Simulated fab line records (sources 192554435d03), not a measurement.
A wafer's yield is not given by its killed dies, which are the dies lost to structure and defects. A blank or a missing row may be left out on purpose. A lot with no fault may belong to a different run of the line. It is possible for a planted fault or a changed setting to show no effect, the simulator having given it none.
fab line records	flow n5-finfet
record: lots: 6	wafers: 17	last-day: 17
route steps=1938 shown MOL_CONTACT_COAG@598 BEOL_M4@1111 PASSIVATION@1936
lots that met no fault: taken from a fault-free run of the same line
start-h: hours from the record's opening day to when the first of the lot's shown wafers began	wait-h: hours elapsed since this lot's preceding step	" as in the row above	L1.1+2: a single row standing in for several wafers	- value missing, or start not given	* or withheld: withheld	< > ~ a bound
route shown NAME@n: names a module that has steps shown in the file, with the first one's number in the route	usual: average and standard deviation across the fault-free wafers	same: alike in all rows	chamber/n: place in a boat	sites: each site's reading	_std_site: their standard deviation	_edge_site: mean of outer sites minus mean of inner sites	radius-mm: for every site, how far away it sits from the centre of the wafer	mask NAME#n: copy n	behind: the most recent tool/chamber to have shaped the wafer	hold: reason for holding the lot/hours on hold/outcome of the hold	device: names the non-switching transistor (n, p or np)	end of line: the tests these same wafers got at the end of their route	a step without rows: its recipe alone	killed: at the first sort, the dies lost to defects and structure; wafer yield is something else	map: dies across one wafer; x = killed, . = not, _ = none there
set.NAME: setting as actually run; set.NAME@STEP: the setting as run at that earlier step	model.NAME: the simulator's own value behind a step, which no gauge read
a table for each step, a row for each wafer; lots at some steps of the route
services: from which hour (start-h, from the record's first day; less than 0 if before it) a tool's chamber was out of use, for how many hours, and why
== steps ==
step: N5_MOL_CONTACT_COAG_SOFTBAKE_35
recipe: temp-c: 110	time-s: 60	resist: CAR-EUV
step: N5_MOL_CONTACT_COAG_EXPOSE_37
recipe: mask-id: VD	na: 0.33	source-shape: annular	sigma-inner: 0.3	sigma-outer: 0.7	polarization: unpolarized	defocus-nm: 0	dose-mj: 62
step: N5_MOL_CONTACT_COAG_PEB_38
recipe: peb-temp-c: 100	peb-time-s: 60	resist: CAR-EUV
step: N5_MOL_CONTACT_COAG_DEVELOP_39
recipe: develop-time-s: 30	developer: TMAH	resist: CAR-EUV	rinse-liquid: surfactant-rinse	dry: air-spin	dev-temp-c: 23
step: N5_MOL_CONTACT_COAG_CD_MEAS_40
recipe: target-cd-nm: 25.1	landing-energy-ev: 500	detector: se-inlens	polarity: opening
usual: cd-nm: 25.12/0.24
same: landing-energy-ev: 500
lot.wafer	tool	chamber	start-h	wait-h	cd-nm
L538.2	cd-sem-03	0	114.86	-	25.21
L538.3	"	0	"	"	25.03
L538.6	"	0	"	"	24.71
L544.1	cd-sem-03	0	140.29	-	25.26
L544.4	"	0	"	"	25.41
L544.5	"	0	"	"	25.14
L548.2	cd-sem-01	0	168.40	-	25.02
L548.3	"	0	"	"	25.16
L548.6	"	0	"	"	25.07
L550.3	cd-sem-01	0	179.79	-	25.11
L550.4	"	0	"	"	24.72
L555.4	cd-sem-01	0	211.55	-	24.89
L555.5	"	0	"	"	24.88
L555.6	"	0	"	"	25.16
L557.2	cd-sem-02	0	219.09	-	25.13
L557.3	"	0	"	"	25.05
L557.6	"	0	"	"	25.16
step: N5_MOL_CONTACT_COAG_OVL_MEAS_41
recipe: points-per-wafer: 522
usual: VD_OVL: 0.2/0.69
lot.wafer	tool	chamber	start-h	wait-h	VD_OVL[nm]
L538.2	overlay-02	0	114.89	0.0	0.4
L538.3	"	0	"	"	1.4
L538.6	"	0	"	"	0.7
L544.1	overlay-02	0	140.32	0.0	-0.3
L544.4	"	0	"	"	0.3
L544.5	"	0	"	"	-0.6
L548.2	overlay-01	0	168.44	0.0	0.7
L548.3	"	0	"	"	0.1
L548.6	"	0	"	"	-0.2
L550.3	overlay-02	0	179.83	0.0	-0.7
L550.4	"	0	"	"	-0.4
L555.4	overlay-02	0	211.59	0.0	0.8
L555.5	"	0	"	"	0.1
L555.6	"	0	"	"	0.6
L557.2	overlay-02	0	219.13	0.0	-0.8
L557.3	"	0	"	"	-0.9
L557.6	"	0	"	"	-0.3
step: N5_MOL_CONTACT_COAG_INSPECT_42
recipe: mode: adi	inspect-instrument: brightfield
usual: raw-defect-count: 219/73
lot.wafer	tool	chamber	start-h	wait-h	raw-defect-count
L538.2	defect-inspect-02	-	114.94	0.0	171
L538.3	"	-	"	"	177
L538.6	"	-	"	"	194
L544.1	defect-inspect-02	-	140.38	0.1	198
L544.4	"	-	"	"	268
L544.5	"	-	"	"	292
L548.2	defect-inspect-01	-	168.49	0.0	341
L548.3	"	-	"	"	253
L548.6	"	-	"	"	234
L550.3	defect-inspect-01	-	179.87	0.0	338
L550.4	"	-	"	"	288
L555.4	defect-inspect-02	-	211.63	0.0	166
L555.5	"	-	"	"	221
L555.6	"	-	"	"	172
L557.2	defect-inspect-01	-	219.18	0.0	169
L557.3	"	-	"	"	207
L557.6	"	-	"	"	167
step: N5_MOL_CONTACT_COAG_DESCUM_45
recipe: chemistry: O2	time-s: 7	source-power-w: 50	bias-power-w: 20	pressure-mtorr: 20	rf-frequency-hz: 2.712e+07	temp-c: 40	resist: CAR-EUV	o2-flow-sccm: 225
usual: drypump-motor-current-A: 5.6/0.39	oes-product-au: 0.77/0.071	rf-vpp-V: 242.8/1.2	showerhead-plenum-p-Torr: 2.06/0.067	throttle-valve-pct: 20.46/0.15
lot.wafer	tool	chamber	start-h	wait-h	drypump-motor-current-A	oes-product-au	rf-hours-counter-h	rf-vpp-V	showerhead-plenum-p-Torr	throttle-valve-pct
L538.2	rie-diel-04	3	115.11	0.2	5.5	0.81	99	242.0	2.04	20.51
L538.3	"	2	"	"	6.0	0.72	186	243.2	2.07	20.35
L538.6	"	1	"	"	5.1	0.79	-	242.6	1.99	20.62
L544.1	rie-diel-04	1	140.41	0.0	5.1	0.77	137	241.9	1.99	20.61
L544.4	"	0	"	"	6.1	0.72	198	245.0	2.18	20.55
L544.5	"	0	"	"	6.1	0.73	-	244.0	2.18	20.57
L548.2	rie-diel-06	3	168.53	0.0	5.5	0.85	59	242.6	2.04	20.29
L548.3	"	0	"	"	5.7	0.65	254	243.0	2.04	20.42
L548.6	"	3	"	"	5.5	0.86	-	243.3	2.03	20.29
L550.3	rie-diel-06	1	179.91	0.0	6.2	0.90	39	243.7	2.02	20.42
L550.4	"	1	"	"	6.2	0.90	-	242.9	2.02	20.44
L555.4	rie-diel-06	3	211.66	0.0	5.5	0.83	75	241.9	2.03	20.33
L555.5	"	1	"	"	6.1	0.88	-	241.1	2.01	20.43
L555.6	"	0	"	"	5.7	0.96	-	242.4	2.04	20.08
L557.2	rie-diel-02	0	219.35	0.2	5.9	0.71	242	241.8	2.16	20.38
L557.3	"	1	"	"	5.7	0.70	213	240.1	1.98	20.21
L557.6	"	1	"	"	5.6	0.71	-	242.3	1.98	20.21
step: N5_MOL_CONTACT_COAG_ETCH_65
recipe: chemistry: N2/H2	target: underlayer	target-depth-a: 130	mask-material: CAR-EUV	time-s: 10.4	ion-energy-ev: 200	pressure-mtorr: 30	source-w: 840	bias-w: 150	n2-flow-sccm: 200	h2-flow-sccm: 200	ends: cleared
usual: drypump-motor-current-A: 5.7/0.39	etch-rf-on-time-s: 10.4/0.34	oes-product-au: 0.66/0.067	rf-vpp-V: 522.8/2.1	showerhead-plenum-p-Torr: 2.51/0.077	throttle-valve-pct: 17.88/0.29
lot.wafer	tool	chamber	start-h	wait-h	drypump-motor-current-A	etch-rf-on-time-s	oes-product-au	rf-hours-counter-h	rf-vpp-V	showerhead-plenum-p-Torr	throttle-valve-pct
L538.2	rie-diel-04	3	115.14	0.0	5.5	9.7	0.70	99	522.5	2.42	17.42
L538.3	"	2	"	"	6.0	10.7	0.60	186	525.4	2.51	17.67
L538.6	"	1	"	"	5.1	10.3	0.66	-	521.2	2.46	18.39
L544.1	rie-diel-04	1	140.45	0.0	5.1	10.3	0.66	137	521.3	2.46	18.37
L544.4	"	0	"	"	6.1	10.3	0.62	198	526.5	2.64	17.91
L544.5	"	0	"	"	6.1	10.4	0.62	-	526.3	2.64	17.93
L548.2	rie-diel-06	3	168.56	0.0	5.5	10.5	0.74	59	522.3	2.47	17.72
L548.3	"	0	"	"	5.7	10.7	0.56	254	521.6	2.51	18.07
L548.6	"	3	"	"	5.5	10.6	0.73	-	521.3	2.47	17.73
L550.3	rie-diel-06	1	179.94	0.0	6.2	10.4	0.77	39	521.5	2.48	18.00
L550.4	"	1	"	"	6.1	10.4	0.77	-	522.9	2.48	18.00
L555.4	rie-diel-06	3	211.70	0.0	5.5	10.5	0.71	75	521.8	2.47	17.75
L555.5	"	1	"	"	6.2	10.4	0.75	-	522.2	2.48	18.03
L555.6	"	0	"	"	5.7	10.1	0.82	-	523.8	2.51	17.66
L557.2	rie-diel-02	0	219.38	0.0	5.9	10.7	0.60	242	525.7	2.61	17.75
L557.3	"	1	"	"	5.7	10.8	0.58	213	520.8	2.40	17.65
L557.6	"	1	"	"	5.7	10.8	0.59	-	520.9	2.40	17.66
step: N5_MOL_CONTACT_COAG_ETCH_66
recipe: chemistry: CF4	target: SiARC	target-depth-a: 130	mask-material: CAR-EUV	time-s: 21.7	ion-energy-ev: 80	pressure-mtorr: 40	source-w: 545	bias-w: 36	Ar_flow_sccm: 100	cf4-flow-sccm: 100	ends: cleared
usual: drypump-motor-current-A: 5.6/0.39	etch-rf-on-time-s: 21.7/0.64	oes-product-au: 0.66/0.065	rf-vpp-V: 183.7/1.1	showerhead-plenum-p-Torr: 2.11/0.048	throttle-valve-pct: 15.67/0.14
lot.wafer	tool	chamber	start-h	wait-h	drypump-motor-current-A	etch-rf-on-time-s	oes-product-au	rf-hours-counter-h	rf-vpp-V	showerhead-plenum-p-Torr	throttle-valve-pct
L538.2	rie-diel-04	3	115.16	0.0	5.5	21.1	0.69	99	183.8	2.09	15.64
L538.3	"	2	"	"	6.0	22.4	0.61	186	184.0	2.12	15.62
L538.6	"	1	"	"	5.1	21.7	0.66	-	183.4	2.07	15.85
L544.1	rie-diel-04	1	140.47	0.0	5.1	21.8	0.65	137	182.0	2.07	15.87
L544.4	"	0	"	"	6.1	21.9	0.62	198	186.2	2.19	15.59
L544.5	"	0	"	"	6.1	21.6	0.63	-	186.1	2.19	15.57
L548.2	rie-diel-06	3	168.58	0.0	5.5	21.9	0.73	59	183.8	2.10	15.54
L548.3	"	0	"	"	5.7	21.8	0.57	254	183.8	2.10	15.73
L548.6	"	3	"	"	5.5	21.8	0.74	-	184.9	2.10	15.54
L550.3	rie-diel-06	1	179.96	0.0	6.2	21.8	0.76	39	183.9	2.09	15.73
L550.4	"	1	"	"	6.2	21.8	0.77	-	184.0	2.09	15.71
L555.4	rie-diel-06	3	211.72	0.0	5.5	22.0	0.71	75	183.6	2.10	15.59
L555.5	"	1	"	"	6.2	21.9	0.74	-	182.2	2.09	15.75
L555.6	"	0	"	"	5.7	20.9	0.82	-	181.1	2.10	15.25
L557.2	rie-diel-02	0	219.40	0.0	5.9	22.3	0.60	242	185.9	2.21	15.68
L557.3	"	1	"	"	5.7	22.0	0.60	213	182.0	2.03	15.53
L557.6	"	1	"	"	5.7	22.2	0.59	-	182.1	2.03	15.51
step: N5_MOL_CONTACT_COAG_ALD_133
recipe: material: SiO2	target-thk-a: 50	temp-c: 100	ald-precursor-family: BDEAS	ald-co-reactant: O2-plasma	pulse-time-s: 1	co-reactant-pulse-time-s: 1	purge-time-s: 2	co-reactant-purge-time-s: 2	ald-cycles: 35	pressure-torr: 2
usual: heater-power-w: 81/6.8	precursor-pulse-height-rel: 1.003/0.021	susceptor-temp-C: 100.02/0.12
lot.wafer	tool	chamber	start-h	wait-h	heater-power-w	precursor-pulse-height-rel	susceptor-temp-C
L538.2	ald-sin-03	1	115.24	0.1	74	1.002	99.97
L538.3	"	2	"	"	93	0.990	99.86
L538.6	"	0	"	"	71	0.991	99.91
L544.1	ald-sin-03	2	140.55	0.1	91	1.017	99.80
L544.4	"	3	"	"	86	0.972	100.09
L544.5	"	1	"	"	73	0.986	99.91
L548.2	ald-sin-01	1	168.66	0.1	95	0.995	99.99
L548.3	"	3	"	"	78	1.018	100.06
L548.6	"	3	"	"	78	1.026	100.21
L550.3	ald-sin-01	0	180.99	1.0	84	0.993	99.90
L550.4	"	1	"	"	94	1.009	99.95
L555.4	ald-sin-01	3	211.80	0.1	78	0.988	100.12
L555.5	"	0	"	"	82	1.000	100.10
L555.6	"	3	"	"	78	0.959	99.94
L557.2	ald-sin-03	3	219.48	0.1	86	1.003	100.01
L557.3	"	1	"	"	75	0.990	100.10
L557.6	"	0	"	"	74	1.027	99.98
step: N5_MOL_CONTACT_COAG_ETCHBACK_134
recipe: chemistry: CHF3	target: SiO2	target-depth-a: 100	time-s: 6.7	ion-energy-ev: 200	pressure-mtorr: 30	source-w: 610	bias-w: 170	Ar_flow_sccm: 200	CHF3_flow_sccm: 50
usual: drypump-motor-current-A: 5.6/0.41	oes_f_703_au: 0.78/0.079	oes-product-au: 0.77/0.083	rf-vpp-V: 517/17	showerhead-plenum-p-Torr: 2.35/0.06	throttle-valve-pct: 18.77/0.18
lot.wafer	tool	chamber	start-h	wait-h	drypump-motor-current-A	oes_f_703_au	oes-product-au	rf-hours-counter-h	rf-vpp-V	showerhead-plenum-p-Torr	throttle-valve-pct
L538.2	rie-diel-06	3	115.42	0.1	5.5	0.88	0.91	37	524	2.35	18.64
L538.3	"	1	"	"	6.2	0.92	0.98	12	555	2.32	18.77
L538.6	"	0	"	"	5.7	0.71	0.67	-	486	2.36	18.86
L544.1	rie-diel-04	2	140.73	0.1	6.0	0.72	0.71	195	500	2.36	18.73
L544.4	"	1	"	"	5.1	0.75	0.77	137	512	2.31	19.08
L544.5	"	1	"	"	5.1	0.76	0.75	-	512	2.31	19.09
L548.2	rie-diel-04	1	168.93	0.2	5.2	0.75	0.75	148	510	2.30	19.10
L548.3	"	2	"	"	6.0	0.72	0.70	205	501	2.35	18.75
L548.6	"	0	"	"	6.1	0.73	0.71	-	510	2.45	18.74
L550.3	rie-diel-04	0	181.41	0.3	6.1	0.73	0.72	215	510	2.45	18.76
L550.4	"	1	"	"	5.1	0.74	0.75	-	512	2.30	19.11
L555.4	rie-diel-06	2	211.98	0.1	5.5	0.71	0.72	188	536	2.35	18.93
L555.5	"	3	"	"	5.5	0.83	0.84	-	524	2.33	18.72
L555.6	"	2	"	"	5.5	0.72	0.71	-	536	2.35	18.95
L557.2	rie-diel-06	1	219.72	0.2	6.2	0.84	0.89	55	554	2.31	18.83
L557.3	"	0	"	"	5.7	0.96	0.95	10	488	2.35	18.50
L557.6	"	1	"	"	6.2	0.83	0.88	-	555	2.31	18.83
step: N5_MOL_CONTACT_COAG_ETCH_67
recipe: chemistry: N2/H2	target: SOC	target-depth-a: 600	overetch-a: 210	mask-material: SiARC	temp-c: 40	time-s: 101.2	ion-energy-ev: 200	pressure-mtorr: 30	source-w: 840	bias-w: 150	n2-flow-sccm: 200	h2-flow-sccm: 200
usual: drypump-motor-current-A: 5.6/0.4	oes-product-au: 0.65/0.062	rf-vpp-V: 523.1/2.1	showerhead-plenum-p-Torr: 2.51/0.081	throttle-valve-pct: 17.86/0.28
lot.wafer	tool	chamber	start-h	wait-h	drypump-motor-current-A	oes-product-au	rf-hours-counter-h	rf-vpp-V	showerhead-plenum-p-Torr	throttle-valve-pct	model.SiARC_of_MOL_CONTACT_COAG_COAT_63.thk-nm
L538.2	rie-diel-06	3	115.46	0.0	5.5	0.75	37	522.0	2.48	17.66	5.8
L538.3	"	1	"	"	6.2	0.80	12	522.3	2.50	17.93	5.6
L538.6	"	0	"	"	5.7	0.57	-	523.4	2.52	17.99	6.2
L544.1	rie-diel-04	2	140.76	0.0	6.0	0.60	195	523.6	2.50	17.65	6.2
L544.4	"	1	"	"	5.1	0.63	137	520.2	2.46	18.36	6
L544.5	"	1	"	"	5.1	0.64	-	521.2	2.46	18.35	6
L548.2	rie-diel-04	1	168.96	0.0	5.1	0.63	148	521.9	2.45	18.37	4.4
L548.3	"	2	"	"	6.0	0.60	205	522.8	2.50	17.67	4.8
L548.6	"	0	"	"	6.1	0.60	-	525.3	2.63	17.91	6
L550.3	rie-diel-04	0	181.45	0.0	6.1	0.60	215	525.0	2.63	17.90	4.6
L550.4	"	1	"	"	5.1	0.63	-	520.1	2.45	18.39	5.8
L555.4	rie-diel-06	2	212.01	0.0	5.5	0.62	188	521.8	2.56	18.33	6
L555.5	"	3	"	"	5.5	0.70	-	521.7	2.47	17.73	5.8
L555.6	"	2	"	"	5.5	0.62	-	524.4	2.56	18.33	6
L557.2	rie-diel-06	1	219.75	0.0	6.2	0.73	55	522.1	2.48	17.99	5.8
L557.3	"	0	"	"	5.7	0.78	10	522.7	2.51	17.62	6
L557.6	"	1	"	"	6.2	0.72	-	521.6	2.48	17.99	5.6
step: N5_MOL_CONTACT_COAG_STRIP_68
recipe: chemistry: N2/H2	temp-c: 40	n2-flow-sccm: 200	h2-flow-sccm: 200	rf-frequency-hz: 6e+07
step: N5_BEOL_M4_RC_MEAS_101
usual: DIBL_N: 37.3/2.3	DIBL_P: 37.4/2.9	IOFF_N: 0.18/0.045	IOFF_P: 0.25/0.054	ION_N: 679/15	ION_P: 468/9.7	SS_N: 71.8/0.62	SS_P: 73.6/0.76	VT_N: 248/4.1	VT_P: -248/3.6
lot.wafer	tool	chamber	start-h	wait-h	DIBL_N[mV/V]	DIBL_P[mV/V]	IOFF_N[nA/um]	IOFF_P[nA/um]	ION_N[uA/um]	ION_P[uA/um]	SS_N[mV/dec]	SS_P[mV/dec]	VT_N[mV]	VT_P[mV]
L538.2	prober-01	0	182.72	0.2	35.3	35.3	0.13	0.23	666	466	71.9	73.4	255	-243
L538.3	"	0	"	"	39.5	39.8	0.22	0.34	697	486	72.1	74.6	245	-240
L538.6	"	0	"	"	38.5	39.0	0.19	0.30	684	468	72.4	74.3	248	-243
L544.1	prober-01	0	199.31	0.0	38.0	38.6	0.21	0.28	696	469	71.7	73.4	243	-244
L544.4	"	0	"	"	40.3	41.9	0.27	0.34	696	481	72.5	74.2	240	-243
L544.5	"	0	"	"	38.4	39.6	0.22	0.30	705	480	72.1	73.7	241	-242
L548.2	prober-02	0	236.62	0.2	37.3	38.8	0.20	0.23	690	473	72.1	74.6	243	-251
L548.3	"	0	"	"	39.6	40.5	0.21	0.26	678	456	72.7	75.0	249	-251
L548.6	"	0	"	"	38.1	38.6	0.18	0.22	669	454	72.2	74.0	250	-252
L550.3	prober-02	0	260.80	0.3	34.1	32.9	0.12	0.17	647	453	71.5	73.9	254	-251
L550.4	"	0	"	"	39.3	39.4	0.22	0.28	679	471	72.1	75.0	247	-247
L555.4	prober-01	0	274.70	0.5	39.5	39.7	0.21	0.24	694	464	72.2	73.9	242	-250
L555.5	"	0	"	"	37.1	37.3	0.16	0.20	675	461	72.1	73.2	250	-252
L555.6	"	0	"	"	37.6	37.8	0.18	0.22	674	462	71.8	73.6	243	-249
L557.2	prober-01	0	292.18	0.2	41.3	43.0	0.27	0.40	708	496	73.1	74.5	242	-240
L557.3	"	0	"	"	40.9	42.5	0.25	0.37	685	481	72.1	74.9	242	-241
L557.6	"	0	"	"	39.7	41.2	0.23	0.33	675	475	71.7	74.3	245	-243
step: N5_PASSIVATION_PROBE_49
usual: defect-limited-yield: 91.3/1.5	killed_at_M0_to_M3: 35/8.7	killed_at_M4_up: 14/5.5	killed-at-contacts: 11/5.6	killed-at-front-end: 39/13	killed-at-other: 3.7/2.2	killed-dies: 103/18	killed-open: 69/14	killed-short: 33/7.8	sort_bin_4_leakage: 0.02/0.15	sort_bin_5_function: 5.1/0.99	sort_bin_6_memory: 3.3/0.67	sort-n-pass: 1077/18	sort-yield-pct: 91.2/1.5
same: gross-dies: 1180	killed-at-back-side: 0	sort_bin_8_speed[%]: 0
lot.wafer	tool	chamber	start-h	wait-h	defect-limited-yield[%]	killed_at_M0_to_M3	killed_at_M4_up	killed-at-contacts	killed-at-front-end	killed-at-other	killed-dies	killed-open	killed-short	sort_bin_4_leakage[%]	sort_bin_5_function[%]	sort_bin_6_memory[%]	sort-n-pass	sort-yield-pct[%]
L548.2	prober-02	-	350.47	0.1	91.4	54	9	13	23	2	101	73	28	0	5.1	3.0	1079	91.4
L548.3	prober-02	-	350.52	0.1	90.4	49	22	14	26	2	113	80	32	0	5.8	3.6	1067	90.4
L548.6	prober-02	-	350.67	0.3	92.5	37	7	26	14	4	88	67	21	0	4.5	2.6	1092	92.5
L550.3	prober-02	-	359.68	0.1	90.7	40	12	16	41	1	110	68	42	0	4.8	4.2	1070	90.7
L550.4	prober-02	-	359.73	0.2	88.9	56	28	14	29	4	131	89	42	0	6.6	4.4	1049	88.9
L555.4	prober-02	-	377.76	0.2	92.4	33	9	12	33	3	90	51	37	0	3.7	3.5	1090	92.4
L555.5	prober-02	-	377.81	0.2	92.6	32	9	9	32	5	87	52	32	0	3.6	3.4	1093	92.6
L555.6	prober-02	-	377.86	0.3	91.6	43	7	10	33	6	99	59	39	0	5.5	2.3	1081	91.6
L557.2	prober-02	-	412.47	0.1	89.7	34	12	12	61	3	122	77	42	0.08	5.8	3.6	1057	89.6
L557.3	prober-02	-	412.52	0.1	90.3	40	8	17	47	2	114	70	44	0	6.3	3.1	1066	90.3
L557.6	prober-02	-	412.67	0.3	91.0	32	13	10	47	4	106	59	38	0	4.9	2.7	1074	91.0
killed by level:class
L548.2 BEOL_M2:geometric-particle:open=15 MOL_CONTACT_COAG:geometric-particle:open=9 BEOL_M0_SAQP:geometric-particle:short=8 BEOL_M1:geometric-particle:open=8 BEOL_M0_SAQP:geometric-particle:open=7 BEOL_M3:geometric-particle:open=7 FIN_SAQP:geometric-particle:open=5 GATE_CUT:geometric-particle:short=5
L548.3 BEOL_M4:geometric-particle:open=11 MOL_CONTACT_COAG:geometric-particle:open=10 FIN_SAQP:geometric-particle:open=9 BEOL_M0:geometric-particle:open=9 BEOL_M0_SAQP:geometric-particle:open=8 BEOL_M0_SAQP:geometric-particle:short=6 BEOL_M2:geometric-particle:open=6 BEOL_M1:geometric-particle:open=6
L548.6 MOL_CONTACT_COAG:geometric-particle:open=24 BEOL_M0_SAQP:geometric-particle:open=8 BEOL_M0:geometric-particle:open=8 BEOL_M2:geometric-particle:open=7 FIN_SAQP:geometric-particle:open=5 BEOL_M0_SAQP:geometric-particle:short=4 BEOL_M4:geometric-particle:open=4 BEOL_M2:geometric-particle:short=3
L550.3 FIN_SAQP:geometric-particle:short=12 BEOL_M0_SAQP:geometric-particle:open=12 MOL_CONTACT_COAG:geometric-particle:open=12 BEOL_M0_SAQP:geometric-particle:short=12 FIN_SAQP:geometric-particle:open=11 BEOL_M3:geometric-particle:open=7 BEOL_M4:geometric-particle:open=6 MOL_CONTACT_COAG:geometric-particle:short=4
L550.4 BEOL_M4:geometric-particle:open=18 BEOL_M0_SAQP:geometric-particle:open=14 MOL_CONTACT_COAG:geometric-particle:open=14 BEOL_M0_SAQP:geometric-particle:short=11 BEOL_M3:geometric-particle:open=9 FIN_SAQP:geometric-particle:open=7 BEOL_M1:geometric-particle:open=7 FIN_SAQP:geometric-particle:short=6
L555.4 FIN_SAQP:geometric-particle:short=10 MOL_CONTACT_COAG:geometric-particle:open=10 BEOL_M0_SAQP:geometric-particle:short=9 BEOL_M2:geometric-particle:open=8 DUMMY_GATE:geometric-particle:open=6 BEOL_M1:geometric-particle:open=5 FIN_SAQP:geometric-particle:open=4 BEOL_M0_SAQP:geometric-particle:open=4
L555.5 MOL_CONTACT_COAG:geometric-particle:open=8 BEOL_M0_SAQP:geometric-particle:short=8 STI_FIN_REVEAL:geometric-particle:open=7 FIN_SAQP:geometric-particle:open=6 BEOL_M2:geometric-particle:open=6 FIN_SAQP:geometric-particle:short=5 DUMMY_GATE:geometric-particle:open=5 BEOL_M0_SAQP:geometric-particle:open=5
L555.6 BEOL_M2:geometric-particle:open=14 BEOL_M0_SAQP:geometric-particle:open=11 FIN_SAQP:geometric-particle:short=10 MOL_CONTACT_COAG:geometric-particle:open=8 BEOL_M0_SAQP:geometric-particle:short=6 BEOL_M2:geometric-particle:short=4 FIN_SAQP:geometric-particle:open=3 DUMMY_GATE:geometric-particle:open=3
L557.2 FIN_SAQP:geometric-particle:short=15 STI_FIN_REVEAL:geometric-particle:open=14 MOL_CONTACT_COAG:geometric-particle:open=11 FIN_SAQP:geometric-particle:open=10 BEOL_M1:geometric-particle:open=10 BEOL_M3:geometric-particle:open=6 DUMMY_GATE:geometric-particle:open=5 BEOL_M0_SAQP:geometric-particle:short=5
L557.3 MOL_CONTACT_COAG:geometric-particle:open=14 FIN_SAQP:geometric-particle:short=10 BEOL_M1:geometric-particle:open=9 STI_FIN_REVEAL:geometric-particle:open=8 BEOL_M0_SAQP:geometric-particle:short=8 BEOL_M3:geometric-particle:open=8 FIN_SAQP:geometric-particle:open=7 DUMMY_GATE:geometric-particle:open=7
L557.6 STI_FIN_REVEAL:geometric-particle:open=11 HKMG_FIN:area-etch=9 MOL_CONTACT_COAG:geometric-particle:open=8 BEOL_M2:geometric-particle:open=6 BEOL_M0_SAQP:geometric-particle:short=5 BEOL_M3:geometric-particle:open=5 FIN_SAQP:geometric-particle:open=4 GATE_CUT:geometric-particle:short=4
== services ==
tool	chamber	start-h	hours	kind
ald-sin-03	0	99.78	-	clean
ald-sin-03	1	99.78	-	clean
ald-sin-03	2	99.78	-	clean
ald-sin-03	3	99.78	-	clean
ald-sin-03	3	119.68	10.7	repair
rie-diel-06	2	148.52	29.0	repair
rie-diel-02	3	166.84	4.9	repair
rie-diel-02	-	177.25	2.8	pm
rie-diel-06	0	177.60	-	clean
rie-diel-06	0	177.60	-	consumable-replace:focus-ring
rie-diel-06	0	177.60	13.5	scheduled-down
rie-diel-06	0	177.60	13.5	vent-cycle
rie-diel-04	2	179.58	5.0	repair
rie-diel-02	0	197.42	3.8	repair
== key ==
first-sign none at tools or gauges
model-effect: step: N5_MOL_CONTACT_COAG_ETCH_67	value: SiARC_of_MOL_CONTACT_COAG_COAT_63.thk-nm	without: 6.067	struck: 4.6
met-at N5_MOL_CONTACT_COAG_ETCH_67
struck-wafers L548.2,L548.3,L550.3
onset-between 140.76 168.96
fault: kind: process-parameter-drift	tool: rie-diel-04	chamber: -	onset-h: 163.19	steps: N5_MOL_CONTACT_COAG_ETCH_67	channel: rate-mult	offset: 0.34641	shape: step	end-h: 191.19	scope: struck-wafers-only
